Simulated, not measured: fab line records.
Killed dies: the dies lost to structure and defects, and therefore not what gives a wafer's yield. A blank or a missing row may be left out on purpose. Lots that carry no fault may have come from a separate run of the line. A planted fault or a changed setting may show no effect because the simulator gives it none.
Which tool did it? :: flow nand-harc :: 15 lots, 45 wafers sampled, at 4 steps of a route of 1159

== WHAT EACH GAUGE READ, for each wafer ==
NHARC_P_M2_THK_MEAS_24: measures by xrf.
lot: L451
measured: day 6 07:04
on: film-metro-02
thk-nm (nm): 145.1 145.1 145.1

lot: L453
measured: day 6 20:36
on: film-metro-02
thk-nm (nm): 143.6 146.8 144.1

lot: L454
measured: day 7 00:01
on: film-metro-02
thk-nm (nm): 144.2 142.8 145.1

lot: L455
measured: day 7 10:52
on: film-metro-02
thk-nm (nm): 142.8 144.8 144.0

lot: L456
measured: day 7 11:17
on: film-metro-01
thk-nm (nm): 144.6 142.9 143.1

lot: L457
measured: day 7 20:50
on: film-metro-02
thk-nm (nm): 143.9 142.4 143.3

lot: L459
measured: day 8 13:47
on: film-metro-01
thk-nm (nm): 144.5 146.3 145.2

lot: L461
measured: day 8 22:08
on: film-metro-02
thk-nm (nm): 147.0 145.2 144.8

lot: L462
measured: day 9 12:12
on: film-metro-01
thk-nm (nm): 403.7 408.8 396.0

lot: L463
measured: day 9 13:30
on: film-metro-01
thk-nm (nm): 397.5 397.5 404.5

lot: L464
measured: day 9 18:25
on: film-metro-01
thk-nm (nm): 401.8 402.0 402.7

lot: L467
measured: day 10 11:58
on: film-metro-02
thk-nm (nm): 147.4 143.9 146.1

lot: L472
measured: day 11 11:31
on: film-metro-02
thk-nm (nm): 145.5 144.9 144.6

lot: L473
measured: day 11 12:51
on: film-metro-02
thk-nm (nm): 145.0 146.0 145.2

lot: L474
measured: day 12 01:26
on: film-metro-01
thk-nm (nm): 145.5 144.7 145.2

== TOOL THAT RAN EACH LOT (tool first, then ch and the chambers of the sampled wafers, then the start) ==
lot: L451
NHARC_P_M2_PRE_CLEAN_30: pvd-sputter-01, day 6 06:46 or earlier
NHARC_P_M2_PVD_21: pvd-sputter-01, day 6 06:46 or earlier
NHARC_P_M2_CMP_23: cmp-02 ch 0,1, day 6 06:46

lot: L453
NHARC_P_M2_PRE_CLEAN_30: pvd-sputter-02, day 6 20:17 or earlier
NHARC_P_M2_PVD_21: pvd-sputter-02, day 6 20:17 or earlier
NHARC_P_M2_CMP_23: cmp-02 ch 0,3, day 6 20:17

lot: L454
NHARC_P_M2_PRE_CLEAN_30: pvd-sputter-02, day 6 23:45 or earlier
NHARC_P_M2_PVD_21: pvd-sputter-02, day 6 23:45 or earlier
NHARC_P_M2_CMP_23: cmp-02 ch 1,2,3, day 6 23:45

lot: L455
NHARC_P_M2_PRE_CLEAN_30: pvd-sputter-02, day 7 10:36 or earlier
NHARC_P_M2_PVD_21: pvd-sputter-02, day 7 10:36 or earlier
NHARC_P_M2_CMP_23: cmp-02 ch 0,1,2, day 7 10:36

lot: L456
NHARC_P_M2_PRE_CLEAN_30: pvd-sputter-03, day 7 10:58 or earlier
NHARC_P_M2_PVD_21: pvd-sputter-03, day 7 10:58 or earlier
NHARC_P_M2_CMP_23: cmp-02 ch 0,3, day 7 10:58

lot: L457
NHARC_P_M2_PRE_CLEAN_30: pvd-sputter-02, day 7 20:37 or earlier
NHARC_P_M2_PVD_21: pvd-sputter-02, day 7 20:37 or earlier
NHARC_P_M2_CMP_23: cmp-02 ch 1,2,3, day 7 20:37

lot: L459
NHARC_P_M2_PRE_CLEAN_30: pvd-sputter-01, day 8 13:32 or earlier
NHARC_P_M2_PVD_21: pvd-sputter-01, day 8 13:32 or earlier
NHARC_P_M2_CMP_23: cmp-04 ch 0,1,2, day 8 13:32

lot: L461
NHARC_P_M2_PRE_CLEAN_30: pvd-sputter-03, day 8 21:52 or earlier
NHARC_P_M2_PVD_21: pvd-sputter-03, day 8 21:52 or earlier
NHARC_P_M2_CMP_23: cmp-04 ch 0,1,3, day 8 21:52

lot: L462
NHARC_P_M2_PRE_CLEAN_30: pvd-sputter-03, day 9 11:56 or earlier
NHARC_P_M2_PVD_21: pvd-sputter-03, day 9 11:56 or earlier
NHARC_P_M2_CMP_23: cmp-01 ch 0,2,3, day 9 11:56

lot: L463
NHARC_P_M2_PRE_CLEAN_30: pvd-sputter-02, day 9 13:11 or earlier
NHARC_P_M2_PVD_21: pvd-sputter-02, day 9 13:11 or earlier
NHARC_P_M2_CMP_23: cmp-01 ch 0,1,3, day 9 13:11

lot: L464
NHARC_P_M2_PRE_CLEAN_30: pvd-sputter-01, day 9 18:06 or earlier
NHARC_P_M2_PVD_21: pvd-sputter-01, day 9 18:06 or earlier
NHARC_P_M2_CMP_23: cmp-02 ch 0,1, day 9 18:06

lot: L467
NHARC_P_M2_PRE_CLEAN_30: pvd-sputter-02, day 10 11:41 or earlier
NHARC_P_M2_PVD_21: pvd-sputter-02, day 10 11:41 or earlier
NHARC_P_M2_CMP_23: cmp-02 ch 0,1,3, day 10 11:41

lot: L472
NHARC_P_M2_PRE_CLEAN_30: pvd-sputter-01, day 11 11:13 or earlier
NHARC_P_M2_PVD_21: pvd-sputter-01, day 11 11:13 or earlier
NHARC_P_M2_CMP_23: cmp-02 ch 0,1,2, day 11 11:13

lot: L473
NHARC_P_M2_PRE_CLEAN_30: pvd-sputter-02, day 11 12:35 or earlier
NHARC_P_M2_PVD_21: pvd-sputter-02, day 11 12:35 or earlier
NHARC_P_M2_CMP_23: cmp-04 ch 0,2,3, day 11 12:35

lot: L474
NHARC_P_M2_PRE_CLEAN_30: pvd-sputter-03, day 12 01:07 or earlier
NHARC_P_M2_PVD_21: pvd-sputter-03, day 12 01:07 or earlier
NHARC_P_M2_CMP_23: cmp-02 ch 1,2,3, day 12 01:07
- NHARC_P_M2_PRE_CLEAN_30: time 30 s.
- NHARC_P_M2_PVD_21: deposits Cu, target thk 30 nm, time 20.49 s.
- NHARC_P_M2_CMP_23: polishes, t overpolish 20 s, target thk 144.3 nm.

== WHAT THE TOOLS THEMSELVES READ (means of the sampled wafers that have a number; where no wafer has one, the mark that the record gives instead) ==
NHARC_P_M2_PRE_CLEAN_30.
lot: L451
tool: pvd-sputter-01
heater-power-w (W): 469

lot: L453
tool: pvd-sputter-02
heater-power-w (W): 412

lot: L454
tool: pvd-sputter-02
heater-power-w (W): 385

lot: L455
tool: pvd-sputter-02
heater-power-w (W): 390

lot: L456
tool: pvd-sputter-03
heater-power-w (W): 403

lot: L457
tool: pvd-sputter-02
heater-power-w (W): 381

lot: L459
tool: pvd-sputter-01
heater-power-w (W): 411

lot: L461
tool: pvd-sputter-03
heater-power-w (W): 375

lot: L462
tool: pvd-sputter-03
heater-power-w (W): 417

lot: L463
tool: pvd-sputter-02
heater-power-w (W): 399

lot: L464
tool: pvd-sputter-01
heater-power-w (W): 414

lot: L467
tool: pvd-sputter-02
heater-power-w (W): 414

lot: L472
tool: pvd-sputter-01
heater-power-w (W): 466

lot: L473
tool: pvd-sputter-02
heater-power-w (W): 353

lot: L474
tool: pvd-sputter-03
heater-power-w (W): 429

NHARC_P_M2_PVD_21.
lot: L451
tool: pvd-sputter-01
substrate-temp-c (C): 30.08
throttle-valve-pct (%): 30.4

lot: L453
tool: pvd-sputter-02
substrate-temp-c (C): 29.93
throttle-valve-pct (%): 29.5

lot: L454
tool: pvd-sputter-02
substrate-temp-c (C): 29.92
throttle-valve-pct (%): 28.9

lot: L455
tool: pvd-sputter-02
substrate-temp-c (C): 29.92
throttle-valve-pct (%): 29.5

lot: L456
tool: pvd-sputter-03
substrate-temp-c (C): 30.00
throttle-valve-pct (%): 30.5

lot: L457
tool: pvd-sputter-02
substrate-temp-c (C): 30.04
throttle-valve-pct (%): 29.7

lot: L459
tool: pvd-sputter-01
substrate-temp-c (C): 30.15
throttle-valve-pct (%): 30.1

lot: L461
tool: pvd-sputter-03
substrate-temp-c (C): 29.96
throttle-valve-pct (%): 31.1

lot: L462
tool: pvd-sputter-03
substrate-temp-c (C): 30.12
throttle-valve-pct (%): 31.7

lot: L463
tool: pvd-sputter-02
substrate-temp-c (C): 29.93
throttle-valve-pct (%): 29.4

lot: L464
tool: pvd-sputter-01
substrate-temp-c (C): 30.12
throttle-valve-pct (%): 30.1

lot: L467
tool: pvd-sputter-02
substrate-temp-c (C): 29.88
throttle-valve-pct (%): 30.1

lot: L472
tool: pvd-sputter-01
substrate-temp-c (C): 30.12
throttle-valve-pct (%): 30.2

lot: L473
tool: pvd-sputter-02
substrate-temp-c (C): 30.01
throttle-valve-pct (%): 29.7

lot: L474
tool: pvd-sputter-03
substrate-temp-c (C): 30.02
throttle-valve-pct (%): 30.8

NHARC_P_M2_CMP_23.
lot: L451
tool: cmp-02
edge-zone-pressure-frac: 1.001
motor-current-A (A): 10.2
time-to-endpoint-s (s): 31.8

lot: L453
tool: cmp-02
edge-zone-pressure-frac: 0.995
motor-current-A (A): 11.3
time-to-endpoint-s (s): 28.1

lot: L454
tool: cmp-02
edge-zone-pressure-frac: 0.998
motor-current-A (A): 10.6
time-to-endpoint-s (s): 28.6

lot: L455
tool: cmp-02
edge-zone-pressure-frac: 0.998
motor-current-A (A): 10.0
time-to-endpoint-s (s): 25.6

lot: L456
tool: cmp-02
edge-zone-pressure-frac: 1.000
motor-current-A (A): 11.9
time-to-endpoint-s (s): 24.1

lot: L457
tool: cmp-02
edge-zone-pressure-frac: 0.997
motor-current-A (A): 10.7
time-to-endpoint-s (s): 27.3

lot: L459
tool: cmp-04
edge-zone-pressure-frac: 1.000
motor-current-A (A): 11.3
time-to-endpoint-s (s): 28.2

lot: L461
tool: cmp-04
edge-zone-pressure-frac: 0.998
motor-current-A (A): 12.1
time-to-endpoint-s (s): 30.3

lot: L462
tool: cmp-01
edge-zone-pressure-frac: -
motor-current-A (A): -
time-to-endpoint-s (s): -

lot: L463
tool: cmp-01
edge-zone-pressure-frac: -
motor-current-A (A): -
time-to-endpoint-s (s): -

lot: L464
tool: cmp-02
edge-zone-pressure-frac: -
motor-current-A (A): -
time-to-endpoint-s (s): -

lot: L467
tool: cmp-02
edge-zone-pressure-frac: 0.997
motor-current-A (A): 10.8
time-to-endpoint-s (s): 32.8

lot: L472
tool: cmp-02
edge-zone-pressure-frac: 1.000
motor-current-A (A): 10.2
time-to-endpoint-s (s): 30.4

lot: L473
tool: cmp-04
edge-zone-pressure-frac: 1.002
motor-current-A (A): 11.3
time-to-endpoint-s (s): 33.0

lot: L474
tool: cmp-02
edge-zone-pressure-frac: 0.998
motor-current-A (A): 11.2
time-to-endpoint-s (s): 28.1

== THE ANSWER, worked out from the rows above alone ==
Rule: the usual values come from the lots themselves. The widest of any qualifying gaps counts: lots, ordered by their means at a reading, are off when they make up no more than a third of the lots, leave a main group of 4 or more, and stand apart from it by 3 or more times the standard deviation of that group's means. The tables above print the reading to a certain number of digits; a main group whose means all agree to those digits is not used. A lot without any number at a reading at which 4 lots or more have one is off too. Any other lot the step has rows for is counted as sound. First the gauges in route order, then the tools' own readings, where a lot's mean is used as printed above. At the first step where some lot is off, the reading lying furthest off is the one used; lots without a number count as furthest.
Off: L462, L463, L464 (NHARC_P_M2_THK_MEAS_24, thk-nm). The main group: mean 144.7 nm, standard deviation 0.83.
If a tool, at a process step before that reading, ran all the lots that are off and no sound lot after the first of them, it fits. The gauges at NHARC_P_M2_THK_MEAS_24 aren't tried: what is off there is off at NHARC_P_M2_CMP_23 too, on other tools, and a gauge's error can't cause that. Because NHARC_P_M2_PRE_CLEAN_30 lacks a start for some lots, the hours and order of its lots are taken from NHARC_P_M2_CMP_23. Because NHARC_P_M2_PVD_21 lacks a start for some lots, the hours and order of its lots are taken from NHARC_P_M2_CMP_23. Not one of the candidates tried fits.

== WHAT WAS PUT IN BY THE SIMULATOR ==
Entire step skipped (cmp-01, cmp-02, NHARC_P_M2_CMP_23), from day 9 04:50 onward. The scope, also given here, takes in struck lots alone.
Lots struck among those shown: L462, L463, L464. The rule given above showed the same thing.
